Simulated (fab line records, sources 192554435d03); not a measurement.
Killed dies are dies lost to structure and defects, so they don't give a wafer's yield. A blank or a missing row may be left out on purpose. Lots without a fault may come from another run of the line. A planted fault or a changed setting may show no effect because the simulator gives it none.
One fault seen from 2 desks | flow n5_finfet | each desk has only its own numbers; what lay behind them comes last

THE TOOL OWNER'S DESK: ald_metal-02
The tool's own readings at N5_BEOL_M11_ALD_74 (deposits TaN, target thk 2 nm, pulse time 2 s, purge time 3 s): means of the sampled wafers that have a number, for each lot that ran on this tool. A lot is out of limits, marked OUT, if its mean lies more than 4 standard deviations from the usual mean; the brackets give that distance.
Columns: A = heater_power_w at N5_BEOL_M11_ALD_74, usual 437 W; B = susceptor_temp_C at N5_BEOL_M11_ALD_74, usual 274.98 C
lot  | first seen here | A   | B
L202 | day 11 00:36    | 403 | 275.10
L206 | day 12 13:50    | 418 | 274.96
L205 | day 12 14:16    | 462 | 274.69
L207 | day 12 20:36    | 428 | 275.00
L208 | day 13 01:19    | 433 | 275.04
L210 | day 13 15:01    | 428 | 274.96
L213 | day 14 01:05    | 415 | 275.06
L211 | day 14 02:22    | 422 | 274.93
L222 | day 16 22:10    | 383 | 275.12
This desk's finding: nothing out of limits on any of the 9 lots.

THE METROLOGY DESK
What the gauges read, lot by lot, whatever tool the lot ran on: means of the sampled wafers that have a number. A lot is out of limits, marked OUT, if its mean lies more than 4 standard deviations from the usual mean; the brackets give that distance.
Columns: A = trench_depth_nm at N5_BEOL_M11_OCD_MEAS_38, usual 148 nm
lot  | first seen here | A
L202 | day 10 23:46    | 148
L206 | day 12 12:06    | 146
L205 | day 12 13:29    | 148
L207 | day 12 19:56    | 148
L208 | day 13 00:01    | 149
L212 | day 13 11:09    | 152
L210 | day 13 14:04    | 151
L213 | day 13 23:06    | 150
L211 | day 14 01:20    | 150
L215 | day 14 06:19    | 151
L222 | day 16 20:53    | 151
L223 | day 16 21:13    | 146
This desk's finding: nothing out of limits on any of the 12 lots.

PUT TOGETHER
The tool owner's desk saw nothing out of limits.
The metrology desk saw nothing out of limits.

WHAT THE SIMULATOR HAD PUT IN
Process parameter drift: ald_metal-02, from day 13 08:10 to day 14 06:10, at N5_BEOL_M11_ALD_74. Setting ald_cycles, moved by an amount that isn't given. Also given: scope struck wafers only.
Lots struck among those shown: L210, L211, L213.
